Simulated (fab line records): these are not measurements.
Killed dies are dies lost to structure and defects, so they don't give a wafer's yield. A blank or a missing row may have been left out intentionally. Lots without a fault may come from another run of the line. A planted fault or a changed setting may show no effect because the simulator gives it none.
fab line records :: flow nand-harc
record
  lots=13
  wafers=38
  last-day=24
route steps=1159 shown A_CHANNEL_HOLE_D1@451 THIN_TSV@1125 END@1159
lots untouched by any fault: they come from a run of this same line in which no faults occurred
start-h: hours from the record's first day to the start of the lot's first wafer shown :: wait-h: hours elapsed since this lot's preceding step :: " identical to the entry in the row above :: L1.1+2: a row that stands for several wafers :: - value missing, or start not given :: * or withheld: withheld :: < > ~ a bound
route shown NAME@n: a module of which the file shows steps, and the number in the route of the first :: usual: mean and standard deviation over wafers with no fault :: same: alike in all rows :: chamber/n: place in a boat :: sites: per-site readings :: _std_site: how widely they spread, as a standard deviation :: _edge_site: inner sites' mean taken away from outer sites' mean :: radius-mm: how far each site lies from the wafer's centre :: mask NAME#n: copy n :: behind: the tool/chamber that last shaped the wafer :: hold: reason for holding the lot/hours on hold/outcome of the hold :: device: the transistor (n, p or np) that didn't switch :: end of line: tests of these same wafers at the route's end :: a step without rows: its recipe alone :: killed: not the wafer's yield, but the dies lost to structure and defects at the first sort :: map: per-die view of a wafer (x killed, . not killed, _ where there is no die)
set.NAME: setting as actually run; set.NAME@STEP: the setting as run at that earlier step :: model.NAME: the simulator's own value behind a step, which no gauge read
route steps across a sampled set of lots; one table per step, one row per wafer
services: when a tool's chamber went out of use (start-h, in hours from the record's first day, below 0 if earlier), for how many hours, and the reason
## steps
# step NHARC_A_CHANNEL_HOLE_D1_DEP_01
# recipe
  target-thk-a=1400
  target-thk-nm=140
  temp-c=400
  pressure-torr=3.5
  flow-sccm=200
  rf-w=350
  material=SiON
# usual
  heater-power-w=784/110
lot.wafer: L843.1
tool: pecvd-02
chamber: 2
start-h: 177.21
wait-h: 1.7
heater-power-w: 954

lot.wafer: L843.5
tool: pecvd-02
chamber: 0
start-h: 177.21
wait-h: 1.7
heater-power-w: 661

lot.wafer: L843.6
tool: pecvd-02
chamber: 1
start-h: 177.21
wait-h: 1.7
heater-power-w: 686

lot.wafer: L844.1
tool: pecvd-02
chamber: 1
start-h: 178.89
wait-h: 1.6
heater-power-w: 814

lot.wafer: L844.2
tool: pecvd-02
chamber: 2
start-h: 178.89
wait-h: 1.6
heater-power-w: 848

lot.wafer: L844.4
tool: pecvd-02
chamber: 0
start-h: 178.89
wait-h: 1.6
heater-power-w: 679

lot.wafer: L846.2
tool: pecvd-02
chamber: 2
start-h: 196.68
wait-h: 1.3
heater-power-w: 860

lot.wafer: L846.3
tool: pecvd-02
chamber: 0
start-h: 196.68
wait-h: 1.3
heater-power-w: 719

lot.wafer: L846.4
tool: pecvd-02
chamber: 2
start-h: 196.68
wait-h: 1.3
heater-power-w: 869

lot.wafer: L848.1
tool: pecvd-02
chamber: 0
start-h: 197.88
wait-h: 1.8
heater-power-w: 673

lot.wafer: L848.4
tool: pecvd-02
chamber: 0
start-h: 197.88
wait-h: 1.8
heater-power-w: 699

lot.wafer: L847.2
tool: pecvd-03
chamber: 0
start-h: 198.49
wait-h: 1.5
heater-power-w: 798

lot.wafer: L847.4
tool: pecvd-03
chamber: 0
start-h: 198.49
wait-h: 1.5
heater-power-w: 826

lot.wafer: L847.5
tool: pecvd-03
chamber: 1
start-h: 198.49
wait-h: 1.5
heater-power-w: 816

lot.wafer: L857.2
tool: pecvd-04
chamber: 1
start-h: 262.70
wait-h: 1.3
heater-power-w: 967

lot.wafer: L857.3
tool: pecvd-04
chamber: 0
start-h: 262.70
wait-h: 1.3
heater-power-w: 655

lot.wafer: L857.6
tool: pecvd-04
chamber: 2
start-h: 262.70
wait-h: 1.3
heater-power-w: 824

lot.wafer: L859.2
tool: pecvd-02
chamber: 0
start-h: 263.66
wait-h: 1.6
heater-power-w: 692

lot.wafer: L859.3
tool: pecvd-02
chamber: 1
start-h: 263.66
wait-h: 1.6
heater-power-w: 781

lot.wafer: L859.6
tool: pecvd-02
chamber: 0
start-h: 263.66
wait-h: 1.6
heater-power-w: 685

lot.wafer: L858.2
tool: pecvd-04
chamber: 2
start-h: 263.95
wait-h: 1.6
heater-power-w: 886

lot.wafer: L858.4
tool: pecvd-04
chamber: 0
start-h: 263.95
wait-h: 1.6
heater-power-w: 613

lot.wafer: L858.5
tool: pecvd-04
chamber: 1
start-h: 263.95
wait-h: 1.6
heater-power-w: 939

lot.wafer: L861.2
tool: pecvd-04
chamber: 1
start-h: 278.00
wait-h: 1.3
heater-power-w: 934

lot.wafer: L861.5
tool: pecvd-04
chamber: 0
start-h: 278.00
wait-h: 1.3
heater-power-w: 578

lot.wafer: L861.4
tool: pecvd-04
chamber: 1
start-h: 278.00
wait-h: 1.3
heater-power-w: 937

lot.wafer: L862.2
tool: pecvd-02
chamber: 0
start-h: 285.16
wait-h: 1.3
heater-power-w: 711

lot.wafer: L862.3
tool: pecvd-02
chamber: 2
start-h: 285.16
wait-h: 1.3
heater-power-w: 932

lot.wafer: L862.5
tool: pecvd-02
chamber: 0
start-h: 285.16
wait-h: 1.3
heater-power-w: 707

lot.wafer: L863.1
tool: pecvd-02
chamber: 2
start-h: 293.56
wait-h: 1.7
heater-power-w: 895

lot.wafer: L863.4
tool: pecvd-02
chamber: 2
start-h: 293.56
wait-h: 1.7
heater-power-w: 908

lot.wafer: L863.6
tool: pecvd-02
chamber: 0
start-h: 293.56
wait-h: 1.7
heater-power-w: 671

lot.wafer: L864.1
tool: pecvd-02
chamber: 1
start-h: 293.74
wait-h: 1.9
heater-power-w: 758

lot.wafer: L864.4
tool: pecvd-02
chamber: 1
start-h: 293.74
wait-h: 1.9
heater-power-w: 754

lot.wafer: L864.6
tool: pecvd-02
chamber: 0
start-h: 293.74
wait-h: 1.9
heater-power-w: 599

lot.wafer: L866.1
tool: pecvd-02
chamber: 0
start-h: 313.91
wait-h: 1.6
heater-power-w: 679

lot.wafer: L866.4
tool: pecvd-02
chamber: 1
start-h: 313.91
wait-h: 1.6
heater-power-w: 701

lot.wafer: L866.6
tool: pecvd-02
chamber: 2
start-h: 313.91
wait-h: 1.6
heater-power-w: 898
# step NHARC_THIN_TSV_ETCHBACK_48
# recipe
  target-depth-a=10285
  over-etch-frac=0.3
  time-s=405.17
  ion-energy-ev=250
  c4f8-flow-sccm=withheld
  ar-flow-sccm=withheld
  rf-w=600
  bias-w=300
  chemistry=C4F8/Ar
# usual
  oes-product-au=0.95/0.034
  rf-vpp-V=547/3.6
lot.wafer: L844.4
tool: rie-diel-12
chamber: 3
start-h: 428.74
wait-h: -
oes-product-au: 1.01
rf-hours-counter-h: 3
rf-vpp-V: 552

lot.wafer: L844.1
tool: rie-diel-12
chamber: 0
start-h: 428.74
wait-h: -
oes-product-au: 1.02
rf-hours-counter-h: 2
rf-vpp-V: 544

lot.wafer: L844.2
tool: rie-diel-12
chamber: 1
start-h: 428.74
wait-h: -
oes-product-au: 1.00
rf-hours-counter-h: 3
rf-vpp-V: 543

lot.wafer: L843.1
tool: rie-diel-06
chamber: 2
start-h: 430.81
wait-h: -
oes-product-au: 0.99
rf-hours-counter-h: 0
rf-vpp-V: 547

lot.wafer: L843.5
tool: rie-diel-06
chamber: 2
start-h: 430.81
wait-h: -
oes-product-au: 0.98
rf-hours-counter-h: -
rf-vpp-V: 546

lot.wafer: L843.6
tool: rie-diel-06
chamber: 3
start-h: 430.81
wait-h: -
oes-product-au: 0.99
rf-hours-counter-h: -
rf-vpp-V: 552

lot.wafer: L846.3
tool: rie-diel-11
chamber: 0
start-h: 435.53
wait-h: -
oes-product-au: 0.91
rf-hours-counter-h: 8
rf-vpp-V: 543

lot.wafer: L846.4
tool: rie-diel-11
chamber: 1
start-h: 435.53
wait-h: -
oes-product-au: 0.92
rf-hours-counter-h: -
rf-vpp-V: 545

lot.wafer: L848.4
tool: rie-diel-11
chamber: 1
start-h: 437.02
wait-h: -
oes-product-au: 0.92
rf-hours-counter-h: -
rf-vpp-V: 547

lot.wafer: L847.4
tool: rie-diel-06
chamber: 0
start-h: 466.98
wait-h: -
oes-product-au: 0.93
rf-hours-counter-h: 3
rf-vpp-V: 549

lot.wafer: L847.2
tool: rie-diel-06
chamber: 2
start-h: 466.98
wait-h: -
oes-product-au: 0.91
rf-hours-counter-h: 3
rf-vpp-V: 546

lot.wafer: L847.5
tool: rie-diel-06
chamber: 1
start-h: 466.98
wait-h: -
oes-product-au: 0.92
rf-hours-counter-h: -
rf-vpp-V: 552

lot.wafer: L857.3
tool: rie-diel-12
chamber: 3
start-h: 519.18
wait-h: -
oes-product-au: 1.00
rf-hours-counter-h: 9
rf-vpp-V: 552

lot.wafer: L857.2
tool: rie-diel-12
chamber: 0
start-h: 519.18
wait-h: -
oes-product-au: 1.00
rf-hours-counter-h: 8
rf-vpp-V: 544

lot.wafer: L857.6
tool: rie-diel-12
chamber: 3
start-h: 519.18
wait-h: -
oes-product-au: 1.00
rf-hours-counter-h: -
rf-vpp-V: 550

lot.wafer: L861.2
tool: rie-diel-06
chamber: 2
start-h: 520.37
wait-h: -
oes-product-au: 0.91
rf-hours-counter-h: 7
rf-vpp-V: 546

lot.wafer: L861.5
tool: rie-diel-06
chamber: 0
start-h: 520.37
wait-h: -
oes-product-au: 0.93
rf-hours-counter-h: -
rf-vpp-V: 549

lot.wafer: L861.4
tool: rie-diel-06
chamber: 1
start-h: 520.37
wait-h: -
oes-product-au: 0.92
rf-hours-counter-h: -
rf-vpp-V: 553

lot.wafer: L858.2
tool: rie-diel-06
chamber: 3
start-h: 531.34
wait-h: -
oes-product-au: 0.97
rf-hours-counter-h: 7
rf-vpp-V: 551

lot.wafer: L858.4
tool: rie-diel-06
chamber: 1
start-h: 531.34
wait-h: -
oes-product-au: 0.97
rf-hours-counter-h: -
rf-vpp-V: 553

lot.wafer: L858.5
tool: rie-diel-06
chamber: 3
start-h: 531.34
wait-h: -
oes-product-au: 0.96
rf-hours-counter-h: -
rf-vpp-V: 550

lot.wafer: L859.2
tool: rie-diel-06
chamber: 3
start-h: 532.48
wait-h: -
oes-product-au: 0.97
rf-hours-counter-h: 8
rf-vpp-V: 551

lot.wafer: L859.3
tool: rie-diel-06
chamber: 2
start-h: 532.48
wait-h: -
oes-product-au: 0.97
rf-hours-counter-h: 8
rf-vpp-V: 546

lot.wafer: L859.6
tool: rie-diel-06
chamber: 0
start-h: 532.48
wait-h: -
oes-product-au: 0.93
rf-hours-counter-h: -
rf-vpp-V: 549

lot.wafer: L862.2
tool: rie-diel-06
chamber: 1
start-h: 543.13
wait-h: -
oes-product-au: 0.92
rf-hours-counter-h: 7
rf-vpp-V: 553

lot.wafer: L862.3
tool: rie-diel-06
chamber: 3
start-h: 543.13
wait-h: -
oes-product-au: 0.92
rf-hours-counter-h: 8
rf-vpp-V: 551

lot.wafer: L862.5
tool: rie-diel-06
chamber: 1
start-h: 543.13
wait-h: -
oes-product-au: 0.93
rf-hours-counter-h: -
rf-vpp-V: 551

lot.wafer: L863.1
tool: rie-diel-11
chamber: 2
start-h: 554.21
wait-h: -
oes-product-au: 1.00
rf-hours-counter-h: 0
rf-vpp-V: 544

lot.wafer: L863.4
tool: rie-diel-11
chamber: 3
start-h: 554.21
wait-h: -
oes-product-au: 1.00
rf-hours-counter-h: 0
rf-vpp-V: 546

lot.wafer: L863.6
tool: rie-diel-11
chamber: 2
start-h: 554.21
wait-h: -
oes-product-au: 1.00
rf-hours-counter-h: -
rf-vpp-V: 543

lot.wafer: L866.1
tool: rie-diel-11
chamber: 3
start-h: 560.04
wait-h: -
oes-product-au: 0.97
rf-hours-counter-h: 0
rf-vpp-V: 545

lot.wafer: L866.4
tool: rie-diel-11
chamber: 1
start-h: 560.04
wait-h: -
oes-product-au: 0.96
rf-hours-counter-h: 1
rf-vpp-V: 545

lot.wafer: L866.6
tool: rie-diel-11
chamber: 3
start-h: 560.04
wait-h: -
oes-product-au: 0.97
rf-hours-counter-h: -
rf-vpp-V: 544

lot.wafer: L864.4
tool: rie-diel-11
chamber: 1
start-h: 561.45
wait-h: -
oes-product-au: 0.99
rf-hours-counter-h: 1
rf-vpp-V: 546

lot.wafer: L864.1
tool: rie-diel-11
chamber: 0
start-h: 561.45
wait-h: -
oes-product-au: 0.99
rf-hours-counter-h: 1
rf-vpp-V: 543

lot.wafer: L864.6
tool: rie-diel-11
chamber: 2
start-h: 561.45
wait-h: -
oes-product-au: 0.99
rf-hours-counter-h: -
rf-vpp-V: 545
# step NHARC_THIN_TSV_STRIP_62
# recipe
  power-w=1500
  temp-c=250
  time-s=20
  chemistry=N2/H2
# usual
  drypump-motor-current-A=5.5/0.42
  heater-power-w=369/27
lot.wafer: L844.2
tool: plasma-asher-02
chamber: 0
start-h: 429.64
wait-h: -
drypump-motor-current-A: 6.2
heater-power-w: 378
rf-hours-counter-h: 19

lot.wafer: L844.1
tool: plasma-asher-02
chamber: 1
start-h: 429.64
wait-h: -
drypump-motor-current-A: 5.2
heater-power-w: 389
rf-hours-counter-h: 19

lot.wafer: L844.4
tool: plasma-asher-02
chamber: 0
start-h: 429.64
wait-h: -
drypump-motor-current-A: 6.2
heater-power-w: 381
rf-hours-counter-h: -

lot.wafer: L843.1
tool: plasma-asher-01
chamber: 0
start-h: 431.21
wait-h: -
drypump-motor-current-A: 5.3
heater-power-w: 378
rf-hours-counter-h: 50

lot.wafer: L843.6
tool: plasma-asher-01
chamber: 1
start-h: 431.21
wait-h: -
drypump-motor-current-A: 5.1
heater-power-w: 316
rf-hours-counter-h: -

lot.wafer: L843.5
tool: plasma-asher-01
chamber: 0
start-h: 431.21
wait-h: -
drypump-motor-current-A: 5.3
heater-power-w: 373
rf-hours-counter-h: -

lot.wafer: L846.4
tool: plasma-asher-01
chamber: 0
start-h: 436.01
wait-h: -
drypump-motor-current-A: 5.3
heater-power-w: 369
rf-hours-counter-h: -

lot.wafer: L846.3
tool: plasma-asher-01
chamber: 1
start-h: 436.01
wait-h: -
drypump-motor-current-A: 5.1
heater-power-w: 313
rf-hours-counter-h: -

lot.wafer: L848.4
tool: plasma-asher-01
chamber: 1
start-h: 437.47
wait-h: -
drypump-motor-current-A: 5.1
heater-power-w: 325
rf-hours-counter-h: -

lot.wafer: L847.2
tool: plasma-asher-02
chamber: 1
start-h: 467.36
wait-h: -
drypump-motor-current-A: 5.2
heater-power-w: 397
rf-hours-counter-h: 34

lot.wafer: L847.4
tool: plasma-asher-02
chamber: 0
start-h: 467.36
wait-h: -
drypump-motor-current-A: 6.1
heater-power-w: 366
rf-hours-counter-h: -

lot.wafer: L847.5
tool: plasma-asher-02
chamber: 0
start-h: 467.36
wait-h: -
drypump-motor-current-A: 6.1
heater-power-w: 380
rf-hours-counter-h: -

lot.wafer: L857.2
tool: plasma-asher-02
chamber: 1
start-h: 519.54
wait-h: -
drypump-motor-current-A: 5.2
heater-power-w: 409
rf-hours-counter-h: 51

lot.wafer: L857.3
tool: plasma-asher-02
chamber: 1
start-h: 519.54
wait-h: -
drypump-motor-current-A: 5.2
heater-power-w: 393
rf-hours-counter-h: -

lot.wafer: L857.6
tool: plasma-asher-02
chamber: 1
start-h: 519.54
wait-h: -
drypump-motor-current-A: 5.2
heater-power-w: 390
rf-hours-counter-h: -

lot.wafer: L861.2
tool: plasma-asher-02
chamber: 1
start-h: 520.80
wait-h: -
drypump-motor-current-A: 5.2
heater-power-w: 394
rf-hours-counter-h: 51

lot.wafer: L861.4
tool: plasma-asher-02
chamber: 1
start-h: 520.80
wait-h: -
drypump-motor-current-A: 5.2
heater-power-w: 384
rf-hours-counter-h: -

lot.wafer: L861.5
tool: plasma-asher-02
chamber: 0
start-h: 520.80
wait-h: -
drypump-motor-current-A: 6.1
heater-power-w: 379
rf-hours-counter-h: -

lot.wafer: L858.2
tool: plasma-asher-02
chamber: 1
start-h: 531.70
wait-h: -
drypump-motor-current-A: 5.2
heater-power-w: 402
rf-hours-counter-h: 55

lot.wafer: L858.4
tool: plasma-asher-02
chamber: 0
start-h: 531.70
wait-h: -
drypump-motor-current-A: 6.2
heater-power-w: 374
rf-hours-counter-h: -

lot.wafer: L858.5
tool: plasma-asher-02
chamber: 1
start-h: 531.70
wait-h: -
drypump-motor-current-A: 5.2
heater-power-w: 402
rf-hours-counter-h: -

lot.wafer: L859.2
tool: plasma-asher-01
chamber: 1
start-h: 532.86
wait-h: -
drypump-motor-current-A: 5.1
heater-power-w: 322
rf-hours-counter-h: 22

lot.wafer: L859.3
tool: plasma-asher-01
chamber: 1
start-h: 532.86
wait-h: -
drypump-motor-current-A: 5.1
heater-power-w: 312
rf-hours-counter-h: -

lot.wafer: L859.6
tool: plasma-asher-01
chamber: 0
start-h: 532.86
wait-h: -
drypump-motor-current-A: 5.3
heater-power-w: 380
rf-hours-counter-h: -

lot.wafer: L862.2
tool: plasma-asher-01
chamber: 1
start-h: 544.09
wait-h: -
drypump-motor-current-A: 5.1
heater-power-w: 327
rf-hours-counter-h: 28

lot.wafer: L862.3
tool: plasma-asher-01
chamber: 1
start-h: 544.09
wait-h: -
drypump-motor-current-A: 5.1
heater-power-w: 321
rf-hours-counter-h: -

lot.wafer: L862.5
tool: plasma-asher-01
chamber: 1
start-h: 544.09
wait-h: -
drypump-motor-current-A: 5.1
heater-power-w: 323
rf-hours-counter-h: -

lot.wafer: L863.1
tool: plasma-asher-01
chamber: 1
start-h: 554.83
wait-h: -
drypump-motor-current-A: 5.1
heater-power-w: 324
rf-hours-counter-h: 33

lot.wafer: L863.4
tool: plasma-asher-01
chamber: 1
start-h: 554.83
wait-h: -
drypump-motor-current-A: 5.1
heater-power-w: 325
rf-hours-counter-h: -

lot.wafer: L863.6
tool: plasma-asher-01
chamber: 1
start-h: 554.83
wait-h: -
drypump-motor-current-A: 5.1
heater-power-w: 328
rf-hours-counter-h: -

lot.wafer: L866.1
tool: plasma-asher-01
chamber: 1
start-h: 560.42
wait-h: -
drypump-motor-current-A: 5.1
heater-power-w: 320
rf-hours-counter-h: 36

lot.wafer: L866.4
tool: plasma-asher-01
chamber: 0
start-h: 560.42
wait-h: -
drypump-motor-current-A: 5.3
heater-power-w: 383
rf-hours-counter-h: -

lot.wafer: L866.6
tool: plasma-asher-01
chamber: 1
start-h: 560.42
wait-h: -
drypump-motor-current-A: 5.1
heater-power-w: 321
rf-hours-counter-h: -

lot.wafer: L864.1
tool: plasma-asher-01
chamber: 1
start-h: 561.82
wait-h: -
drypump-motor-current-A: 5.1
heater-power-w: 323
rf-hours-counter-h: 36

lot.wafer: L864.4
tool: plasma-asher-01
chamber: 0
start-h: 561.82
wait-h: -
drypump-motor-current-A: 5.3
heater-power-w: 383
rf-hours-counter-h: -

lot.wafer: L864.6
tool: plasma-asher-01
chamber: 1
start-h: 561.82
wait-h: -
drypump-motor-current-A: 5.1
heater-power-w: 325
rf-hours-counter-h: -
# step NHARC_THIN_TSV_PRE_CLEAN_54
# recipe
  time-s=30
  temp-c=280
  gas=H2/He
# usual
  heater-power-w=410/44
lot.wafer: L844.2
tool: pvd-sputter-02
chamber: -
start-h: 431.93
wait-h: 0.0
heater-power-w: 456

lot.wafer: L844.1
tool: pvd-sputter-02
chamber: -
start-h: 431.93
wait-h: 0.0
heater-power-w: 377

lot.wafer: L844.4
tool: pvd-sputter-02
chamber: -
start-h: 431.93
wait-h: 0.0
heater-power-w: 350

lot.wafer: L843.1
tool: pvd-sputter-02
chamber: -
start-h: 433.44
wait-h: 0.1
heater-power-w: 377

lot.wafer: L843.6
tool: pvd-sputter-02
chamber: -
start-h: 433.44
wait-h: 0.1
heater-power-w: 440

lot.wafer: L843.5
tool: pvd-sputter-02
chamber: -
start-h: 433.44
wait-h: 0.1
heater-power-w: 380

lot.wafer: L846.3
tool: pvd-sputter-01
chamber: -
start-h: 438.23
wait-h: 0.0
heater-power-w: 450

lot.wafer: L846.4
tool: pvd-sputter-01
chamber: -
start-h: 438.23
wait-h: 0.0
heater-power-w: 392

lot.wafer: L848.4
tool: pvd-sputter-03
chamber: -
start-h: 439.66
wait-h: 0.1
heater-power-w: 412

lot.wafer: L847.2
tool: pvd-sputter-03
chamber: -
start-h: 469.59
wait-h: 0.1
heater-power-w: 438

lot.wafer: L847.4
tool: pvd-sputter-03
chamber: -
start-h: 469.59
wait-h: 0.1
heater-power-w: 340

lot.wafer: L847.5
tool: pvd-sputter-03
chamber: -
start-h: 469.59
wait-h: 0.1
heater-power-w: 446

lot.wafer: L857.2
tool: pvd-sputter-02
chamber: -
start-h: 521.79
wait-h: 0.1
heater-power-w: 372

lot.wafer: L857.3
tool: pvd-sputter-02
chamber: -
start-h: 521.79
wait-h: 0.1
heater-power-w: 347

lot.wafer: L857.6
tool: pvd-sputter-02
chamber: -
start-h: 521.79
wait-h: 0.1
heater-power-w: 456

lot.wafer: L861.2
tool: pvd-sputter-02
chamber: -
start-h: 523.09
wait-h: 0.1
heater-power-w: 367

lot.wafer: L861.4
tool: pvd-sputter-02
chamber: -
start-h: 523.09
wait-h: 0.1
heater-power-w: 344

lot.wafer: L861.5
tool: pvd-sputter-02
chamber: -
start-h: 523.09
wait-h: 0.1
heater-power-w: 367

lot.wafer: L858.4
tool: pvd-sputter-01
chamber: -
start-h: 534.05
wait-h: 0.1
heater-power-w: 483

lot.wafer: L858.2
tool: pvd-sputter-01
chamber: -
start-h: 534.05
wait-h: 0.1
heater-power-w: 400

lot.wafer: L858.5
tool: pvd-sputter-01
chamber: -
start-h: 534.05
wait-h: 0.1
heater-power-w: 484

lot.wafer: L859.3
tool: pvd-sputter-03
chamber: -
start-h: 535.29
wait-h: 0.1
heater-power-w: 438

lot.wafer: L859.2
tool: pvd-sputter-03
chamber: -
start-h: 535.29
wait-h: 0.1
heater-power-w: 330

lot.wafer: L859.6
tool: pvd-sputter-03
chamber: -
start-h: 535.29
wait-h: 0.1
heater-power-w: 452

lot.wafer: L862.3
tool: pvd-sputter-01
chamber: -
start-h: 546.35
wait-h: 0.1
heater-power-w: 444

lot.wafer: L862.2
tool: pvd-sputter-01
chamber: -
start-h: 546.35
wait-h: 0.1
heater-power-w: 481

lot.wafer: L862.5
tool: pvd-sputter-01
chamber: -
start-h: 546.35
wait-h: 0.1
heater-power-w: 395

lot.wafer: L863.1
tool: pvd-sputter-02
chamber: -
start-h: 557.07
wait-h: 0.1
heater-power-w: 382

lot.wafer: L863.4
tool: pvd-sputter-02
chamber: -
start-h: 557.07
wait-h: 0.1
heater-power-w: 353

lot.wafer: L863.6
tool: pvd-sputter-02
chamber: -
start-h: 557.07
wait-h: 0.1
heater-power-w: 374

lot.wafer: L866.4
tool: pvd-sputter-01
chamber: -
start-h: 562.73
wait-h: 0.1
heater-power-w: 486

lot.wafer: L866.1
tool: pvd-sputter-01
chamber: -
start-h: 562.73
wait-h: 0.1
heater-power-w: 404

lot.wafer: L866.6
tool: pvd-sputter-01
chamber: -
start-h: 562.73
wait-h: 0.1
heater-power-w: 488

lot.wafer: L864.1
tool: pvd-sputter-03
chamber: -
start-h: 564.09
wait-h: 0.0
heater-power-w: 436

lot.wafer: L864.4
tool: pvd-sputter-03
chamber: -
start-h: 564.09
wait-h: 0.0
heater-power-w: 345

lot.wafer: L864.6
tool: pvd-sputter-03
chamber: -
start-h: 564.09
wait-h: 0.0
heater-power-w: 340
# step NHARC_END_SORT_01
# recipe
  temp-c=25
# usual
  killed-at-array=28/11
  killed-at-other=0.6/0.85
  killed-at-periphery=2.8/2.3
  killed-dies=31/11
  killed-open=3.1/1.6
  killed-short=2.0/1.4
# same
  gross-dies=677
lot.wafer: L846.2
tool: prober-01
chamber: 0
start-h: 460.11
wait-h: 2.8
killed-at-array: 585
killed-at-other: 0
killed-at-periphery: 1
killed-dies: 586
killed-open: 3
killed-short: 0

lot.wafer: L846.3
tool: prober-01
chamber: 0
start-h: 460.90
wait-h: 3.1
killed-at-array: 31
killed-at-other: 1
killed-at-periphery: 3
killed-dies: 35
killed-open: 4
killed-short: 1

lot.wafer: L846.4
tool: prober-01
chamber: 0
start-h: 461.69
wait-h: 3.4
killed-at-array: 34
killed-at-other: 0
killed-at-periphery: 0
killed-dies: 34
killed-open: 5
killed-short: 0
# killed by level:class
L846.2 A_CHANNEL_HOLE_D1:area-dep=557 A_SLIT:chamber-film-flake=14 A_CHANNEL_HOLE_D1:chamber-film-flake=9 A_SGD_CUT:geometric-particle:open=1 A_CONTACT:geometric-particle:open=1 A_M0:geometric-particle:open=1 P_CONTACT:chamber-film-flake=1 A_STAIRCASE:chamber-film-flake=1
L846.3 A_CHANNEL_HOLE_D1:chamber-film-flake=12 A_SLIT:chamber-film-flake=7 A_STAIRCASE:chamber-film-flake=3 A_ONON_D1:geometric-particle:open=2 P_CONTACT:chamber-film-flake=2 A_WL_FILL:chamber-film-flake=2 A_CONTACT:chamber-film-flake=2 A_CHANNEL_FILL_D1:geometric-particle:open=1
L846.4 A_CHANNEL_HOLE_D1:chamber-film-flake=16 A_SLIT:chamber-film-flake=7 A_CONTACT:chamber-film-flake=3 A_CONTACT:geometric-particle:open=2 A_STAIRCASE:chamber-film-flake=2 A_ONON_D1:geometric-particle:open=1 A_CHANNEL_FILL_D1:geometric-particle:open=1 A_BLC:geometric-particle:open=1
## services
tool: rie-diel-06
chamber: 3
start-h: 174.56
hours: 3.6
kind: repair

tool: plasma-asher-02
chamber: -
start-h: 183.27
hours: 9.0
kind: pm

tool: rie-diel-11
chamber: -
start-h: 189.98
hours: 9.0
kind: pm

tool: pvd-sputter-02
chamber: -
start-h: 203.59
hours: 1.1
kind: repair

tool: pvd-sputter-02
chamber: -
start-h: 214.01
hours: 10.0
kind: pm

tool: rie-diel-06
chamber: -
start-h: 241.20
hours: 9.0
kind: pm

tool: pecvd-02
chamber: 2
start-h: 262.31
hours: 14.6
kind: repair

tool: pvd-sputter-02
chamber: -
start-h: 265.20
hours: 1.2
kind: repair

tool: rie-diel-11
chamber: 2
start-h: 269.01
hours: 1.4
kind: repair

tool: plasma-asher-01
chamber: -
start-h: 283.13
hours: 9.0
kind: pm

tool: pecvd-02
chamber: -
start-h: 334.01
hours: 13.0
kind: pm

tool: rie-diel-06
chamber: 0
start-h: 338.80
hours: 14.1
kind: repair

tool: plasma-asher-02
chamber: -
start-h: 360.58
hours: 9.0
kind: pm

tool: pvd-sputter-02
chamber: -
start-h: 392.01
hours: 10.0
kind: pm

tool: pecvd-02
chamber: -
start-h: 405.67
hours: 0.5
kind: repair

tool: rie-diel-06
chamber: -
start-h: 418.20
hours: 9.0
kind: pm

tool: rie-diel-06
chamber: 0
start-h: 432.96
hours: 1.4
kind: repair

tool: rie-diel-06
chamber: 1
start-h: 448.11
hours: 5.5
kind: repair

tool: plasma-asher-01
chamber: -
start-h: 460.26
hours: 9.0
kind: pm

tool: plasma-asher-02
chamber: -
start-h: 464.59
hours: 0.8
kind: repair

tool: pecvd-02
chamber: -
start-h: 515.01
hours: 13.0
kind: pm

tool: rie-diel-06
chamber: 3
start-h: 519.51
hours: 2.8
kind: repair

tool: rie-diel-06
chamber: 0
start-h: 525.49
hours: 6.9
kind: repair

tool: plasma-asher-02
chamber: -
start-h: 537.69
hours: 9.0
kind: pm
## key
first-sign
  step=NHARC_END_SORT_01
  reading=killed-at-array
  direction=up
  sigmas=49
  usual=28
  struck=585
effect
  step=NHARC_END_SORT_01
  reading=killed-dies
  direction=up
  sigmas=48
  usual=31
  struck=586
more-kills-born-at
  NHARC_A_CHANNEL_HOLE_D1_DEP_01@pecvd-02=557
met-at NHARC_A_CHANNEL_HOLE_D1_DEP_01
struck-lots L846
struck-wafers L846.2
later-rows-left-out L846.2
tester-left-out L846
not-acting-at NHARC_THIN_TSV_ETCHBACK_48,NHARC_THIN_TSV_STRIP_62,NHARC_THIN_TSV_PRE_CLEAN_54
onset-between 178.89 196.68
fault
  kind=process-parameter-drift
  tool=pecvd-02
  chamber=-
  onset-h=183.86
  steps=NHARC_A_CHANNEL_HOLE_D1_DEP_01
  channel=target-thk-a
  offset=*
  shape=step
  end-h=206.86
  scope=struck-wafers-only
  acts-in=*
  stated=*
# tester-left-out: of these lots the tester's yield and bins aren't shown, on N5 and GAA mostly nor the transistor test; their killed dies are dies lost to structure and defects alone, not to doping, threshold or leakage, so they don't give the yield
# later-rows-left-out: the simulator's readings of these wafers behind a module that went badly wrong aren't trusted and aren't shown, but for the sort
